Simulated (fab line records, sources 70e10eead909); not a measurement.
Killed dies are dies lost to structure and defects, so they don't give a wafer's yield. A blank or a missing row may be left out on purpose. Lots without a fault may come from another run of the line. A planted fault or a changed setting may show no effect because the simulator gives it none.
fab line records | flow nand_harc
record lots=5 wafers=15 last_day=33
route steps=1302 shown P_GATE@155 END@1302
lots that met no fault: from a run of the same line without faults
start_h: hours from the record's first day to the start of the lot's first wafer shown | wait_h: hours since the lot's step before | " the same as in the row above | L1.1+2: a row that stands for several wafers | - no value, or no start given | * or withheld: withheld | < > ~ a bound
route shown NAME@n: a module of which the file shows steps, and the number in the route of the first | usual: mean/standard deviation of fault-free wafers | same: alike in all rows | chamber/n: place in a boat | sites: the reading at each site | _std_site: their standard deviation | _edge_site: outer sites' mean less inner sites' | radius_mm: how far each site lies from the wafer's centre | mask NAME#n: copy n | behind: the tool/chamber that last shaped the wafer | hold: why the lot was held/for how many hours/how that ended | device: the transistor (n, p or np) that didn't switch | end of line: the same wafers' tests at the end of the route | a step without rows: its recipe alone | killed: dies lost to structure and defects at the first sort, not the wafer's yield | map: a wafer's dies, x killed, . not, _ none there
set.NAME: the setting as run; set.NAME@STEP: as run at that earlier step | model.NAME: the simulator's own value behind a step, which no gauge read
lots at some steps of the route; a table a step, a row a wafer
services: from which hour (start_h, from the record's first day; less than 0 if before it) a tool's chamber was out of use, for how many hours, and why
## steps
# step NHARC_P_GATE_ALD_36
# recipe target_thk_a=200 pulse_time_s=60 ald_cycles=223 temp_c=400 material=SiNx
# usual heater_power_w=857/72 precursor_pulse_height_rel=1.001/0.021
# same pulse_time_s=60
# columns lot.wafer tool chamber start_h wait_h heater_power_w precursor_pulse_height_rel
L538.3 ald_sin-03 1 123.98 - 854 0.985
L538.4 " 2 125.05 - 914 0.997
L538.5 " 0 127.19 - 864 1.026
L543.4 ald_sin-02 3 164.60 - 893 0.970
L543.2 " 0 165.68 - 927 0.966
L543.6 " 0 169.97 - 954 0.976
L545.2 ald_sin-03 1 192.76 - 858 0.979
L545.1 " 2 193.82 - 957 0.996
L545.5 " 2 198.05 - 910 1.001
L558.4 ald_sin-02 3 320.70 - 888 0.999
L558.1 " 0 321.77 - 815 1.000
L558.3 " 1 322.84 - 757 1.063
L559.4 ald_sin-01 3 324.76 - 822 0.970
L559.1 " 1 326.83 - 845 1.003
L559.6 " 0 329.94 - 849 0.995
# step NHARC_P_GATE_ETCHBACK_37
# recipe target_depth_a=345 time_s=17.2 chf3_flow_sccm=50 o2_flow_sccm=10 ar_flow_sccm=200 rf_w=500 bias_w=200 chemistry=CHF3/O2
# usual chamber_pressure_mTorr=24.998/0.022 drypump_motor_current_A=5.6/0.44 oes_product_au=0.95/0.034 rf_vpp_V=371.1/2.1 showerhead_plenum_p_Torr=2.42/0.085 throttle_valve_pct=20.572/0.0093
# columns lot.wafer tool chamber start_h wait_h chamber_pressure_mTorr drypump_motor_current_A oes_product_au rf_hours_counter_h rf_vpp_V showerhead_plenum_p_Torr throttle_valve_pct
L538.4 rie_diel-09 0 - - 24.996 5.8 1.00 8.4 370.4 2.33 20.568
L538.3 " 2 " " 25.015 4.8 0.98 6.6 370.5 2.38 20.573
L538.5 " 0 " " 24.993 5.8 0.98 - 368.5 2.33 20.568
L543.4 rie_diel-09 3 - - 25.005 5.1 0.93 0.7 367.7 2.30 20.574
L543.2 " 2 " " 24.954 4.8 0.91 0.4 369.7 2.38 20.573
L543.6 " 3 " " 24.960 5.1 0.92 - 368.3 2.30 20.569
L545.1 rie_diel-09 2 - - 25.015 4.7 0.92 2.5 370.1 2.38 20.579
L545.2 " 0 " " 25.002 5.8 0.90 2.6 369.0 2.33 20.575
L545.5 " 1 " " 25.032 5.8 0.91 - 373.1 2.54 20.565
L558.4 rie_diel-04 1 - - 25.007 6.2 0.90 8.4 369.0 2.33 20.556
L558.1 " 2 " " 24.964 5.8 0.91 8.3 366.8 2.26 20.598
L558.3 " 0 " " 24.997 5.8 0.93 7.6 371.4 2.41 20.563
L559.4 rie_diel-02 2 - - 24.982 5.4 0.92 4.6 371.7 2.47 20.582
L559.1 " 3 " " 24.969 5.1 0.93 6.3 373.3 2.50 20.562
L559.6 " 0 " " 24.981 5.5 0.92 - 374.7 2.53 20.558
# step NHARC_P_GATE_STRIP_101
# recipe time_s=20 o2_flow_sccm=500 ar_flow_sccm=0 bias_w=0 chemistry=O2
# usual chamber_pressure_mTorr=60.00/0.054 drypump_motor_current_A=5.6/0.44 oes_product_au=0.996/0.0095 rf_vpp_V=57.8/0.91 showerhead_plenum_p_Torr=3.55/0.12 throttle_valve_pct=17.037/0.0096
# columns lot.wafer tool chamber start_h wait_h chamber_pressure_mTorr drypump_motor_current_A oes_product_au rf_hours_counter_h rf_vpp_V showerhead_plenum_p_Torr throttle_valve_pct
L538.3 rie_diel-09 1 132.60 0.1 60.02 5.8 0.999 7.5 58.0 3.72 17.053
L538.4 " 0 " " 60.01 5.8 1.008 8.4 60.0 3.43 17.041
L538.5 " 1 " " 59.93 5.8 0.995 - 57.3 3.72 17.023
L543.2 rie_diel-09 1 174.31 0.1 59.93 5.8 0.991 0.4 55.9 3.72 17.042
L543.4 " 3 " " 59.92 5.2 1.004 0.7 56.9 3.38 17.051
L543.6 " 1 " " 60.02 5.8 0.994 - 58.9 3.72 17.024
L545.2 rie_diel-09 0 202.38 0.1 60.03 5.7 0.977 2.6 58.1 3.43 17.045
L545.1 " 2 " " 60.01 4.7 0.992 2.5 58.1 3.49 17.038
L545.5 " 3 " " 59.91 5.1 0.995 - 58.1 3.38 17.047
L558.4 rie_diel-04 1 330.38 0.1 60.04 6.2 0.989 8.4 59.0 3.43 17.030
L558.1 " 3 " " 59.90 5.3 1.011 7.5 57.2 3.57 17.032
L558.3 " 0 " " 59.98 5.8 1.006 7.6 57.5 3.53 17.019
L559.1 rie_diel-02 2 334.25 0.1 60.07 5.5 0.986 4.6 56.6 3.62 17.036
L559.4 " 3 " " 59.98 5.2 1.011 6.3 59.0 3.67 17.049
L559.6 " 1 " " 60.04 6.4 0.996 - 58.7 3.49 17.019
# step NHARC_P_GATE_PRECLEAN_97
# recipe time_s=600 temp_c=120 chemistry=SPM
# step NHARC_P_GATE_SRD_98
# step NHARC_P_GATE_PRECLEAN_99
# recipe time_s=* temp_c=50 bath_age_min=0 chemistry=SC1
# step NHARC_P_GATE_SRD_100
# step NHARC_P_GATE_DEHYDRATE_38
# recipe temp_c=150 time_s=120
# step NHARC_P_GATE_HMDS_39
# recipe time_s=30
# step NHARC_P_GATE_COAT_40
# recipe spin_rpm=3000
# step NHARC_P_GATE_SOFTBAKE_41
# recipe temp_c=122 time_s=95
# step NHARC_P_GATE_EBR_42
# step NHARC_P_GATE_EXPOSE_43
# recipe na=0.6 target_cd_nm=720 dose_mj=14.81 mask_id=P_NSD
# usual exposure_dose_mJ_cm2=14.813/0.013
# columns lot.wafer tool chamber start_h wait_h mask exposure_dose_mJ_cm2
L538.3 krf_scanner-04 0 133.25 - P_NSD#0 14.783
L538.4 " 0 " " P_NSD#0 14.807
L538.5 " 0 " " P_NSD#0 14.795
L543.2 krf_scanner-04 0 174.96 - P_NSD#0 14.815
L543.4 " 0 " " P_NSD#0 14.808
L543.6 " 0 " " P_NSD#0 14.817
L545.1 krf_scanner-04 0 203.15 - P_NSD_R1#0 14.810
L545.2 " 0 " " P_NSD_R1#0 14.817
L545.5 " 0 " " P_NSD_R1#0 14.811
L558.1 krf_scanner-03 0 331.15 - P_NSD#0 14.804
L558.3 " 0 " " P_NSD#0 14.816
L558.4 " 0 " " P_NSD#0 14.781
L559.1 krf_scanner-01 0 335.01 - P_NSD#0 14.802
L559.4 " 0 " " P_NSD#0 14.826
L559.6 " 0 " " P_NSD#0 14.816
# step NHARC_P_GATE_PEB_44
# recipe peb_temp_c=118 peb_time_s=85
# step NHARC_P_GATE_DEVELOP_45
# recipe time_s=70
# step NHARC_P_GATE_CD_MEAS_46
# recipe target_cd_nm=720 landing_energy_ev=500
# usual cd_nm=720.2/1.5
# columns lot.wafer tool chamber start_h wait_h cd_nm
L538.3 cd_sem-02 0 133.40 - 718.7
L538.4 " 0 " " 719.6
L538.5 " 0 " " 719.8
L543.2 cd_sem-02 0 175.11 - 721.4
L543.4 " 0 " " 721.1
L543.6 " 0 " " 719.4
L545.1 cd_sem-03 0 203.31 - 678.9
L545.2 " 0 " " 677.4
L545.5 " 0 " " 676.7
L558.1 cd_sem-03 0 331.30 - 719.2
L558.3 " 0 " " 719.6
L558.4 " 0 " " 718.9
L559.1 cd_sem-03 0 335.16 - 719.5
L559.4 " 0 " " 720.6
L559.6 " 0 " " 721.5
# step NHARC_P_GATE_HARDBAKE_47
# recipe temp_c=125 time_s=80
# step NHARC_P_GATE_DESCUM_48
# recipe time_s=3 o2_flow_sccm=200 ar_flow_sccm=0 bias_power_w=0 chemistry=O2
# usual chamber_pressure_mTorr=60.01/0.054 drypump_motor_current_A=5.6/0.44 oes_product_au=0.996/0.011 rf_vpp_V=57.8/0.93 showerhead_plenum_p_Torr=1.92/0.072 throttle_valve_pct=11.312/0.0093
# columns lot.wafer tool chamber start_h wait_h chamber_pressure_mTorr drypump_motor_current_A oes_product_au rf_hours_counter_h rf_vpp_V showerhead_plenum_p_Torr throttle_valve_pct model.P_GATE.cd_nm
L538.3 rie_diel-09 3 133.57 - 60.00 5.1 1.010 7 56.2 1.83 11.313 718.2
L538.4 " 0 " " 60.03 5.8 1.013 8 58.2 1.86 11.319 719.3
L538.5 " 3 " " 60.05 5.1 1.014 - 56.9 1.83 11.318 720.1
L543.4 rie_diel-04 1 175.29 - 60.02 6.2 1.007 12 57.5 1.86 11.298 720.8
L543.2 " 2 " " 60.03 5.7 0.986 11 57.3 1.80 11.329 721.2
L543.6 " 0 " " 60.02 5.8 1.008 - 57.0 1.92 11.316 719.1
L545.1 rie_diel-04 1 203.48 - 59.99 6.2 0.980 1 58.5 1.86 11.317 678.8
L545.2 " 2 " " 60.00 5.7 1.000 1 56.8 1.80 11.310 676.8
L545.5 " 1 " " 59.99 6.2 0.984 - 59.1 1.86 11.304 676.2
L558.4 rie_diel-09 3 331.47 - 59.98 5.1 1.009 0 58.0 1.83 11.307 718.3
L558.3 " 0 " " 59.97 5.8 0.984 0 56.8 1.85 11.305 719.2
L558.1 " 2 " " 59.97 4.7 0.987 0 57.5 1.89 11.312 719.2
L559.4 rie_diel-02 3 335.34 - 60.08 5.1 0.993 6 56.4 2.00 11.313 721.2
L559.1 " 0 " " 59.99 5.5 0.999 7 58.1 2.02 11.323 719.7
L559.6 " 3 " " 60.01 5.1 0.995 - 58.7 2.00 11.281 721
# step NHARC_P_GATE_IMPLANT_49
# recipe energy_kev=30 dose_cm2=3e+15 tilt_deg=7
# step NHARC_END_SORT_01
# recipe temp_c=25
# usual killed_at_array=54/21 killed_at_other=1.0/1.2 killed_at_periphery=3.6/2.6 killed_dies=58/20 killed_open=3.3/1.9 killed_short=2.6/1.5
# same gross_dies=677
# columns lot.wafer tool chamber start_h wait_h killed_at_array killed_at_other killed_at_periphery killed_dies killed_open killed_short
L543.2 prober-01 0 635.54 2.8 59 0 0 59 1 1
L543.4 prober-01 0 637.14 3.4 65 0 1 66 4 2
L543.6 prober-01 0 638.75 4.0 76 0 1 77 2 1
L545.1 prober-01 0 676.02 2.5 85 2 3 90 12 5
L545.2 prober-01 0 676.81 2.8 63 2 3 68 5 1
L545.5 prober-01 0 679.18 3.7 80 2 1 83 4 6
# killed by level:class
L543.2 A_CHANNEL_HOLE_D2:chamber_film_flake=24 A_CHANNEL_HOLE_D1:chamber_film_flake=20 A_DECK1_JOINT:chamber_film_flake=5 A_BONDPAD:chamber_film_flake=3 A_CONTACT:chamber_film_flake=2 A_CHANNEL_FILL_D2:geometric_particle:short=1 A_BLC:geometric_particle:open=1 A_CHANNEL_FILL_D1:chamber_film_flake=1
L543.4 A_CHANNEL_HOLE_D2:chamber_film_flake=27 A_CHANNEL_HOLE_D1:chamber_film_flake=20 A_BONDPAD:chamber_film_flake=3 A_ZERO_WELL:chamber_film_flake=2 A_SLIT:chamber_film_flake=2 A_CHANNEL_HOLE_D1:geometric_particle:short=1 A_DECK1_JOINT:geometric_particle:open=1 A_WL_FILL:geometric_particle:open=1
L543.6 A_CHANNEL_HOLE_D1:chamber_film_flake=35 A_CHANNEL_HOLE_D2:chamber_film_flake=31 A_BONDPAD:chamber_film_flake=3 A_STAIRCASE:chamber_film_flake=2 P_M0:geometric_particle:open=1 A_CHANNEL_FILL_D2:geometric_particle:open=1 A_M1:geometric_particle:short=1 A_CHANNEL_FILL_D1:chamber_film_flake=1
L545.1 A_CHANNEL_HOLE_D1:chamber_film_flake=30 A_SLIT:chamber_film_flake=24 A_CHANNEL_HOLE_D2:chamber_film_flake=12 A_CONTACT:geometric_particle:open=3 A_M0:geometric_particle:open=3 A_SOURCE_PLATE:geometric_particle:short=2 P_ZERO_WELL:chamber_film_flake=2 A_CONTACT:chamber_film_flake=2
L545.2 A_CHANNEL_HOLE_D1:chamber_film_flake=31 A_SLIT:chamber_film_flake=16 A_CHANNEL_HOLE_D2:chamber_film_flake=7 A_M1:chamber_film_flake=3 A_CHANNEL_FILL_D2:geometric_particle:open=2 A_CONTACT:chamber_film_flake=2 THIN_TSV:chamber_film_flake=2 P_CONTACT:geometric_particle:open=1
L545.5 A_CHANNEL_HOLE_D1:chamber_film_flake=33 A_SLIT:chamber_film_flake=21 A_CHANNEL_HOLE_D2:chamber_film_flake=13 A_ONON_D1:geometric_particle:open=3 A_CHANNEL_FILL_D2:geometric_particle:short=2 HYBRID_BOND:chamber_film_flake=2 A_CONTACT:chamber_film_flake=2 A_SOURCE_PLATE:geometric_particle:open=1
## services
# columns tool chamber start_h hours kind
ald_sin-01 0 111.37 13.5 repair
ald_sin-02 - 119.45 10.0 pm
ald_sin-02 - 134.33 1.5 repair
krf_scanner-01 - 140.00 4.0 pm
rie_diel-09 - 143.10 9.0 pm
krf_scanner-03 - 143.33 0.3 repair
ald_sin-03 - 170.00 10.0 pm
ald_sin-02 - 174.83 2.3 repair
rie_diel-02 2 175.33 5.0 repair
rie_diel-04 - 177.97 9.0 pm
krf_scanner-04 - 182.03 4.0 pm
rie_diel-09 - 208.35 5.2 repair
ald_sin-02 - 211.61 0.7 repair
rie_diel-02 - 216.70 9.0 pm
krf_scanner-04 - 219.83 2.0 repair
krf_scanner-04 - 230.04 0.7 repair
ald_sin-03 1 233.39 16.2 repair
ald_sin-03 3 267.03 5.0 repair
rie_diel-04 2 272.85 2.9 repair
rie_diel-02 2 284.47 4.8 repair
ald_sin-03 1 298.05 2.5 repair
rie_diel-02 - 304.69 0.1 repair
rie_diel-09 - 320.10 9.0 pm
rie_diel-04 3 323.75 3.1 repair
## key
first_sign step=NHARC_P_GATE_EXPOSE_43 reading=mask direction=changed
effect step=NHARC_P_GATE_CD_MEAS_46 reading=cd_nm direction=down sigmas=28 usual=720.2 struck=677.7
model_effect step=NHARC_P_GATE_DESCUM_48 value=P_GATE.cd_nm without=721 struck=677.3
met_at NHARC_P_GATE_EXPOSE_43
struck_wafers L545.1,L545.2,L545.5
tester_left_out L545
onset_between 174.96 203.15
fault kind=wrong_mask tool=any chamber=- onset_h=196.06 steps=NHARC_P_GATE_EXPOSE_43 aux_copy=P_NSD_R1#0 cd_offset_nm=-43.703 scope=struck_lots_only
# tester_left_out: of these lots the tester's yield and bins aren't shown, on N5 and GAA mostly nor the transistor test; their killed dies are dies lost to structure and defects alone, not to doping, threshold or leakage, so they don't give the yield
